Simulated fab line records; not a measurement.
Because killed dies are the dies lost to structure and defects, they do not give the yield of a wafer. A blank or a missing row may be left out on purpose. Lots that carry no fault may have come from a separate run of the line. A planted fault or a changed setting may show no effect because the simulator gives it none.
fab line records	flow n5Finfet
record: lots: 6	wafers: 18	lastDay: 19
route steps=1938 shown BEOL_M14@1725
lots that met no fault: from a run of the same line without faults
startH: start of the lot's first displayed wafer, in hours after the record's first day	waitH: hours from the lot's prior step to this one	" the same as in the row above	L1.1+2: a row that stands for several wafers	- either no value or no given start	* or withheld: withheld	< > ~ a bound
route shown NAME@n: a module of which the file shows steps, and the number in the route of the first	usual: mean/standard deviation of fault-free wafers	same: alike in all rows	chamber/n: place in a boat	sites: per-site readings	_std_site: how widely they spread, as a standard deviation	_edge_site: mean of outer sites minus mean of inner sites	radiusMm: for every site, how far away it sits from the centre of the wafer	mask NAME#n: copy n	behind: the tool/chamber that last shaped the wafer	hold: the reason the lot was held/the length of the hold in hours/how it ended	device: whichever transistor did not switch (one of n, p or np)	end of line: tests of these same wafers at the route's end	where a step has no rows: the recipe by itself	killed: not the wafer's yield, but the dies lost to structure and defects at the first sort	map: per-die view of a wafer (x killed, . not killed, _ where there is no die)
set.NAME: setting as actually run; set.NAME@STEP: the setting as run at that earlier step	model.NAME: the simulator's own value behind a step, which no gauge read
certain route steps with their lots: each step a table, each wafer a row
services: the hour from which a tool's chamber was out of use, counted from the record's first day as startH (under 0 if before that day), plus the number of hours and why
== steps ==
step: N5_BEOL_M14_HARDBAKE_14
recipe: tempC: 130	timeS: 120
step: N5_BEOL_M14_CD_MEAS_10
recipe: targetCdNm: 250	landingEnergyEv: 500	detector: seInlens	polarity: opening
usual: cdNm: 249.5/1
same: landingEnergyEv: 500
lot.wafer	tool	chamber	startH	waitH	cdNm
L515.2	cdSem-01	0	290.68	-	250.9
L515.3	"	0	"	"	249.8
L515.4	"	0	"	"	249.2
L528.1	cdSem-02	0	374.15	-	250.6
L528.2	"	0	"	"	249.9
L528.3	"	0	"	"	250.2
L525.1	cdSem-01	0	376.84	-	249.4
L525.4	"	0	"	"	248.2
L525.6	"	0	"	"	248.0
L532.1	cdSem-03	0	405.45	-	249.1
L532.3	"	0	"	"	249.6
L532.5	"	0	"	"	250.0
L534.3	cdSem-02	0	408.58	-	249.4
L534.5	"	0	"	"	251.0
L534.6	"	0	"	"	250.3
L535.1	cdSem-01	0	422.69	-	249.1
L535.2	"	0	"	"	252.0
L535.5	"	0	"	"	249.9
step: N5_BEOL_M14_OVL_MEAS_11
recipe: pointsPerWafer: 44
usual: V13_OVL: 1/6.3
lot.wafer	tool	chamber	startH	waitH	V13_OVL[nm]
L515.2	overlay-01	0	290.71	0.0	-8
L515.3	"	0	"	"	-6
L515.4	"	0	"	"	-7
L528.1	overlay-01	0	374.18	0.0	4
L528.2	"	0	"	"	8
L528.3	"	0	"	"	7
L525.1	overlay-02	0	376.87	0.0	8
L525.4	"	0	"	"	2
L525.6	"	0	"	"	-2
L532.1	overlay-01	0	405.48	0.0	-2
L532.3	"	0	"	"	-7
L532.5	"	0	"	"	-1
L534.3	overlay-01	0	408.61	0.0	-3
L534.5	"	0	"	"	5
L534.6	"	0	"	"	-8
L535.1	overlay-01	0	422.72	0.0	-11
L535.2	"	0	"	"	-10
L535.5	"	0	"	"	-5
step: N5_BEOL_M14_INSPECT_12
recipe: mode: adi	inspectInstrument: macro
usual: rawDefectCount: 2.1/1.5
lot.wafer	tool	chamber	startH	waitH	rawDefectCount
L515.2	defectInspect-01	-	290.73	0.0	1
L515.3	"	-	"	"	2
L515.4	"	-	"	"	2
L528.1	defectInspect-02	-	374.20	0.0	1
L528.2	"	-	"	"	0
L528.3	"	-	"	"	4
L525.1	defectInspect-02	-	376.89	0.0	2
L525.4	"	-	"	"	1
L525.6	"	-	"	"	2
L532.1	defectInspect-01	-	405.51	0.0	5
L532.3	"	-	"	"	2
L532.5	"	-	"	"	1
L534.3	defectInspect-02	-	408.64	0.0	2
L534.5	"	-	"	"	2
L534.6	"	-	"	"	4
L535.1	defectInspect-02	-	422.74	0.0	1
L535.2	"	-	"	"	4
L535.5	"	-	"	"	1
step: N5_BEOL_M14_DESCUM_15
recipe: chemistry: O2	timeS: 7.9	sourcePowerW: 50	biasPowerW: 20	pressureMtorr: 20	rfFrequencyHz: 2.712e+07	tempC: 40	o2FlowSccm: 225
usual: chamberPressureMTorr: 20.002/0.018	drypumpMotorCurrentA: 5.9/0.52	oesProductAu: 0.82/0.089	rfVppV: 242.8/1.3	showerheadPlenumPTorr: 2.07/0.075	tempC: 40.01/0.12	throttleValvePct: 20.45/0.25
lot.wafer	tool	chamber	startH	waitH	chamberPressureMTorr	drypumpMotorCurrentA	oesProductAu	rfHoursCounterH	rfVppV	showerheadPlenumPTorr	tempC	throttleValvePct
L515.2	rieDiel-05	2	290.77	0.0	19.981	6.3	0.71	214	242.9	2.08	40.04	20.63
L515.3	"	1	"	"	20.009	6.5	0.70	246	240.9	1.98	40.00	20.73
L515.4	"	3	"	"	19.987	5.4	0.68	241	242.2	2.06	40.11	20.92
L528.1	rieDiel-05	1	374.24	0.0	20.007	6.5	0.90	22	247.2	2.24	39.97	20.41
L528.2	"	0	"	"	19.986	6.5	0.82	78	243.4	2.04	39.82	20.07
L528.3	"	3	"	"	20.031	5.4	0.94	9	241.7	2.05	40.16	20.58
L525.1	rieDiel-03	3	376.93	0.0	19.988	5.3	0.90	30	242.0	2.05	40.05	20.12
L525.4	"	0	"	"	19.990	5.7	0.68	246	240.5	1.97	40.01	20.77
L525.6	"	0	"	"	20.008	5.7	0.67	-	241.0	1.97	39.91	20.78
L532.1	rieDiel-05	1	405.87	0.4	19.987	6.4	0.88	37	245.9	2.23	39.88	20.42
L532.3	"	0	"	"	19.996	6.5	0.81	92	243.4	2.03	40.13	20.07
L532.5	"	0	"	"	20.008	6.5	0.81	-	242.8	2.03	40.07	20.06
L534.3	rieDiel-05	3	408.67	0.0	20.002	5.4	0.90	23	242.3	2.05	39.68	20.60
L534.5	"	3	"	"	20.009	5.5	0.91	-	243.2	2.05	39.87	20.60
L534.6	"	0	"	"	20.027	6.5	0.81	-	242.0	2.03	40.13	20.08
L535.1	rieDiel-05	0	422.78	0.0	20.011	6.4	0.80	99	242.6	2.03	40.15	20.08
L535.2	"	1	"	"	19.985	6.5	0.86	42	246.2	2.23	40.04	20.42
L535.5	"	0	"	"	19.975	6.5	0.80	-	242.8	2.03	40.14	20.07
step: N5_BEOL_M14_ETCH_59
recipe: chemistry: N2/H2	target: BARC	targetDepthA: 890	overetchA: 267	timeS: 67.9	ionEnergyEv: 200	pressureMtorr: 30	sourceW: 840	biasW: 150	n2FlowSccm: 200	h2FlowSccm: 200
usual: chamberPressureMTorr: 30.000/0.027	drypumpMotorCurrentA: 5.9/0.52	oesProductAu: 0.70/0.071	rfVppV: 523.0/2.4	showerheadPlenumPTorr: 2.51/0.09	throttleValvePct: 17.92/0.26
lot.wafer	tool	chamber	startH	waitH	chamberPressureMTorr	drypumpMotorCurrentA	oesProductAu	rfHoursCounterH	rfVppV	showerheadPlenumPTorr	throttleValvePct
L515.2	rieDiel-05	2	290.80	0.0	29.954	6.3	0.61	214	521.9	2.52	18.11
L515.3	"	1	"	"	30.025	6.5	0.59	246	519.9	2.41	18.25
L515.4	"	3	"	"	30.006	5.4	0.59	241	523.6	2.50	18.40
L528.1	rieDiel-05	1	374.27	0.0	30.018	6.5	0.77	22	528.4	2.72	17.88
L528.2	"	0	"	"	29.992	6.4	0.71	78	522.0	2.47	17.51
L528.3	"	3	"	"	30.032	5.4	0.79	9	523.0	2.49	18.01
L525.1	rieDiel-03	3	376.96	0.0	30.011	5.3	0.76	30	522.2	2.49	17.59
L525.4	"	0	"	"	29.979	5.7	0.59	246	517.9	2.40	18.36
L525.6	"	0	"	"	30.008	5.7	0.59	-	518.2	2.40	18.33
L532.1	rieDiel-05	1	405.91	0.0	30.012	6.5	0.76	37	528.7	2.71	17.90
L532.3	"	0	"	"	29.955	6.5	0.69	92	521.6	2.46	17.53
L532.5	"	0	"	"	30.018	6.5	0.69	-	521.0	2.46	17.54
L534.3	rieDiel-05	3	408.71	0.0	29.964	5.4	0.77	23	523.9	2.48	18.04
L534.5	"	3	"	"	30.005	5.4	0.76	-	521.7	2.48	18.05
L534.6	"	0	"	"	29.985	6.5	0.68	-	521.8	2.46	17.54
L535.1	rieDiel-05	0	422.81	0.0	30.010	6.5	0.68	99	521.3	2.46	17.55
L535.2	"	1	"	"	30.017	6.4	0.74	42	527.7	2.71	17.91
L535.5	"	0	"	"	30.024	6.5	0.68	-	522.3	2.46	17.55
step: N5_BEOL_M14_VIA_ETCH_16
recipe: chemistry: C4F8/O2/Ar	target: SiO2	heInnerTorr: 15	heOuterTorr: 30	targetDepthA: 12313	timeS: withheld	ionEnergyEv: 800	pressureMtorr: 20	sourceW: 1905	biasW: 2040	Ar_flow_sccm: 400	C4F8_flow_sccm: 16	O2_flow_sccm: 12	ends: cleared
usual: chamberPressureMTorr: 19.998/0.018	drypumpMotorCurrentA: 5.9/0.52	oesProductAu: 0.74/0.08	rfVppV: 2209/16	showerheadPlenumPTorr: 3.40/0.11	throttleValvePct: 30.90/0.29
lot.wafer	tool	chamber	startH	waitH	chamberPressureMTorr	drypumpMotorCurrentA	oesProductAu	rfVppV	showerheadPlenumPTorr	throttleValvePct
L515.2	rieDiel-05	2	290.85	0.0	20.008	6.3	0.65	2211	3.40	30.97
L515.3	"	1	"	"	19.963	6.5	0.63	2179	3.26	31.05
L515.4	"	3	"	"	20.011	5.4	0.62	2184	3.39	31.40
L528.1	rieDiel-05	1	374.33	0.0	20.026	6.5	0.81	2216	3.64	30.82
L528.2	"	0	"	"	20.000	6.5	0.75	2205	3.34	30.42
L528.3	"	3	"	"	19.977	5.4	0.86	2185	3.38	31.18
L525.1	rieDiel-03	3	377.02	0.0	20.010	5.3	0.80	2216	3.36	30.53
L525.4	"	0	"	"	19.961	5.7	0.61	2176	3.25	31.10
L525.6	"	0	"	"	19.979	5.7	0.62	2175	3.25	31.10
L532.1	rieDiel-05	1	405.96	0.0	20.000	6.5	0.79	2217	3.63	30.83
L532.3	"	0	"	"	19.998	6.5	0.73	2203	3.34	30.45
L532.5	"	0	"	"	19.972	6.5	0.73	2203	3.34	30.44
L534.3	rieDiel-05	3	408.76	0.0	19.959	5.4	0.82	2184	3.37	31.19
L534.5	"	3	"	"	20.008	5.4	0.81	2183	3.37	31.19
L534.6	"	0	"	"	20.003	6.5	0.74	2204	3.34	30.45
L535.1	rieDiel-05	0	422.86	0.0	19.972	6.5	0.74	2204	3.33	30.43
L535.2	"	1	"	"	20.030	6.5	0.77	2215	3.63	30.85
L535.5	"	0	"	"	19.993	6.5	0.74	2204	3.33	30.44
step: N5_BEOL_M14_STRIP_63
recipe: chemistry: O2	powerW: 600	tempC: 60	pressureMtorr: 30	rfFrequencyHz: 6e+07	biasPowerW: 0	overashFraction: 0.3	o2FlowSccm: 225
usual: chamberPressureMTorr: 30.00/0.045	drypumpMotorCurrentA: 5.9/0.52	oesProductAu: 0.82/0.09	rfVppV: 3.7/0.91	showerheadPlenumPTorr: 2.07/0.075	tempC: 59.98/0.12	throttleValvePct: 16.68/0.25
lot.wafer	tool	chamber	startH	waitH	chamberPressureMTorr	drypumpMotorCurrentA	oesProductAu	rfHoursCounterH	rfVppV	showerheadPlenumPTorr	tempC	throttleValvePct
L515.2	rieDiel-05	2	-	-	30.02	6.3	0.70	214	4.1	2.08	60.00	16.87
L515.3	"	1	"	"	30.02	6.5	0.69	246	5.5	1.99	60.12	17.02
L515.4	"	3	"	"	30.07	5.4	0.67	241	4.8	2.06	60.03	17.20
L528.1	rieDiel-05	1	-	-	29.99	6.5	0.89	23	3.1	2.24	60.00	16.59
L528.2	"	0	"	"	29.97	6.4	0.83	78	4.8	2.04	59.97	16.28
L528.3	"	3	"	"	29.99	5.4	0.95	9	4.2	2.06	60.22	16.77
L525.1	rieDiel-03	3	-	-	30.01	5.3	0.88	30	2.4	2.05	59.98	16.36
L525.4	"	0	"	"	30.03	5.7	0.67	246	3.9	1.98	60.11	17.07
L525.6	"	0	"	"	30.06	5.7	0.68	-	4.9	1.98	60.05	17.02
L532.1	rieDiel-05	1	-	-	29.98	6.5	0.87	37	3.4	2.24	60.10	16.61
L532.3	"	0	"	"	29.98	6.5	0.81	93	3.0	2.04	60.05	16.33
L532.5	"	0	"	"	30.00	6.4	0.80	-	3.8	2.04	60.11	16.35
L534.3	rieDiel-05	3	-	-	29.95	5.4	0.91	23	3.3	2.05	59.98	16.76
L534.5	"	3	"	"	29.94	5.4	0.91	-	4.7	2.05	59.93	16.79
L534.6	"	0	"	"	30.01	6.5	0.81	-	3.4	2.04	59.92	16.36
L535.1	rieDiel-05	0	-	-	30.06	6.4	0.81	99	2.9	2.04	60.18	16.32
L535.2	"	1	"	"	29.92	6.5	0.86	42	2.8	2.24	59.94	16.66
L535.5	"	0	"	"	30.06	6.5	0.80	-	4.6	2.04	59.99	16.38
step: N5_BEOL_M14_STRIP_64
recipe: chemistry: O2	powerW: 600	tempC: 60	pressureMtorr: 30	rfFrequencyHz: 6e+07	biasPowerW: 0	overashFraction: 0.3	o2FlowSccm: 225
usual: chamberPressureMTorr: 29.999/0.027	drypumpMotorCurrentA: 5.9/0.52	oesProductAu: 0.82/0.089	rfVppV: 3.7/0.52	showerheadPlenumPTorr: 2.07/0.075	tempC: 60.01/0.1	throttleValvePct: 16.68/0.25
lot.wafer	tool	chamber	startH	waitH	chamberPressureMTorr	drypumpMotorCurrentA	oesProductAu	rfHoursCounterH	rfVppV	showerheadPlenumPTorr	tempC	throttleValvePct
L515.2	rieDiel-05	2	-	-	29.985	6.3	0.70	214	3.4	2.08	59.94	16.88
L515.3	"	1	"	"	29.968	6.5	0.70	246	4.3	1.99	60.00	17.02
L515.4	"	3	"	"	29.990	5.4	0.68	241	4.1	2.06	60.01	17.18
L528.1	rieDiel-05	1	-	-	30.049	6.5	0.89	23	3.7	2.24	60.04	16.58
L528.2	"	0	"	"	30.005	6.5	0.82	78	3.6	2.04	60.13	16.31
L528.3	"	3	"	"	30.002	5.4	0.94	9	3.7	2.06	59.96	16.75
L525.1	rieDiel-03	3	-	-	29.984	5.3	0.89	30	4.0	2.05	60.17	16.36
L525.4	"	0	"	"	30.025	5.7	0.68	246	3.6	1.98	59.88	17.06
L525.6	"	0	"	"	30.014	5.7	0.68	-	4.0	1.98	59.85	17.05
L532.1	rieDiel-05	1	-	-	30.030	6.5	0.87	37	2.9	2.24	59.91	16.62
L532.3	"	0	"	"	29.999	6.4	0.81	93	3.9	2.04	59.90	16.34
L532.5	"	0	"	"	29.923	6.5	0.82	-	3.2	2.04	59.99	16.32
L534.3	rieDiel-05	3	-	-	29.981	5.5	0.90	23	4.2	2.05	59.99	16.78
L534.5	"	3	"	"	29.980	5.4	0.91	-	4.7	2.05	60.06	16.78
L534.6	"	0	"	"	30.027	6.5	0.81	-	3.3	2.04	60.05	16.34
L535.1	rieDiel-05	0	-	-	30.003	6.5	0.79	99	3.4	2.04	60.09	16.33
L535.2	"	1	"	"	29.971	6.4	0.85	42	4.3	2.24	60.12	16.62
L535.5	"	0	"	"	30.013	6.5	0.81	-	3.5	2.04	60.06	16.36
step: N5_BEOL_M14_STRIP_71
recipe: chemistry: postEtchResidueRemover	timeS: 60	tempC: 25	removerPh: withheld	removerWaterWtPct: withheld	removerFluorideWtPct: withheld
step: N5_BEOL_M14_SRD_72
recipe: timeS: 30	tempC: 23	rinseLiquid: diw	dry: n2Spin	spinRpm: 1500	dryTimeS: 30
step: N5_BEOL_M14_CD_MEAS_17
recipe: targetCdNm: 250	polarity: opening
usual: cdNm: 250.4/1.3
lot.wafer	tool	chamber	startH	waitH	cdNm
L515.2	cdSem-01	-	291.24	0.0	251.5
L515.3	"	-	"	"	250.2
L515.4	"	-	"	"	248.8
L528.1	cdSem-01	-	374.67	0.0	252.2
L528.2	"	-	"	"	249.8
L528.3	"	-	"	"	253.3
L525.1	cdSem-02	-	377.36	0.0	249.4
L525.4	"	-	"	"	248.8
L525.6	"	-	"	"	248.3
L532.1	cdSem-02	-	406.31	0.0	250.8
L532.3	"	-	"	"	249.9
L532.5	"	-	"	"	251.0
L534.3	cdSem-02	-	409.11	0.0	251.8
L534.5	"	-	"	"	253.8
L534.6	"	-	"	"	251.4
L535.1	cdSem-01	-	423.21	0.0	250.2
L535.2	"	-	"	"	253.8
L535.5	"	-	"	"	251.0
step: N5_BEOL_M14_COAT_65
recipe: resist: SOC	tempC: 250	timeS: 60	spinRpm: 1500	resistThkNm: 450
usual: exhaustPa: 44.9/0.82	heaterPowerTotalW: 500.6/1.8	plateTempC: 249.99/0.17
lot.wafer	tool	chamber	startH	waitH	exhaustPa	heaterPowerTotalW	plateTempC
L515.2	lithoTrack-01	0	291.27	0.0	46.3	502.4	250.32
L515.3	"	0	"	"	44.8	502.0	249.90
L515.4	"	0	"	"	44.3	503.1	249.87
L528.1	lithoTrack-01	0	374.71	0.0	45.7	516.0	255.64
L528.2	"	0	"	"	44.0	513.6	255.41
L528.3	"	0	"	"	43.5	511.9	255.60
L525.1	lithoTrack-01	0	377.40	0.0	44.7	513.7	255.49
L525.4	"	0	"	"	46.4	515.3	255.60
L525.6	"	0	"	"	44.3	513.0	255.65
L532.1	lithoTrack-04	0	406.34	0.0	44.4	501.4	249.81
L532.3	"	0	"	"	44.1	503.3	250.01
L532.5	"	0	"	"	45.1	503.1	250.18
L534.3	lithoTrack-04	0	409.15	0.0	47.0	500.3	249.97
L534.5	"	0	"	"	45.3	503.1	249.84
L534.6	"	0	"	"	45.8	498.4	250.16
L535.1	lithoTrack-04	0	423.25	0.0	44.0	498.9	249.93
L535.2	"	0	"	"	44.8	497.9	250.00
L535.5	"	0	"	"	45.3	499.1	250.07
step: N5_BEOL_M14_COAT_66
recipe: resist: SiARC	tempC: 220	timeS: 60	spinRpm: 1500	resistThkNm: 110
== services ==
tool	chamber	startH	hours	kind
rieDiel-05	1	267.39	5.0	repair
rieDiel-03	3	270.33	-	clean
rieDiel-03	3	270.33	-	consumableReplace:focusRing
rieDiel-03	3	270.33	20.3	scheduledDown
rieDiel-03	3	270.33	20.3	ventCycle
rieDiel-05	1	299.46	2.0	repair
rieDiel-05	1	303.94	-	clean
rieDiel-05	1	303.94	-	consumableReplace:focusRing
rieDiel-05	1	303.94	-	consumableReplace:showerhead
rieDiel-05	1	303.94	18.2	scheduledDown
rieDiel-05	1	303.94	18.2	ventCycle
rieDiel-03	-	322.24	2.8	pm
rieDiel-05	3	322.39	-	clean
rieDiel-05	3	322.39	-	consumableReplace:focusRing
rieDiel-05	3	322.39	28.0	scheduledDown
rieDiel-05	3	322.39	28.0	ventCycle
rieDiel-05	2	372.24	-	clean
rieDiel-05	2	372.24	-	consumableReplace:focusRing
rieDiel-05	2	372.24	19.2	scheduledDown
rieDiel-05	2	372.24	19.2	ventCycle
rieDiel-03	0	387.84	-	clean
rieDiel-03	0	387.84	-	consumableReplace:focusRing
rieDiel-05	3	390.05	2.9	repair
rieDiel-05	2	421.86	4.9	repair
== key ==
firstSign: step: N5_BEOL_M14_COAT_65	reading: plateTempC	direction: up	sigmas: 32	usual: *	struck: *
effect: step: N5_BEOL_M14_COAT_65	reading: heaterPowerTotalW	direction: up	sigmas: 7.2	usual: *	struck: *
metAt N5_BEOL_M14_COAT_65
struckWafers L525.1,L525.4,L525.6,L528.1,L528.2,L528.3
onsetBetween 291.27 374.71
fault: kind: processParameterDrift	tool: lithoTrack-01	chamber: -	onsetH: 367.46	steps: N5_BEOL_M14_COAT_65	channel: tempC	offset: *	shape: step	endH: 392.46	actsIn: *	stated: *
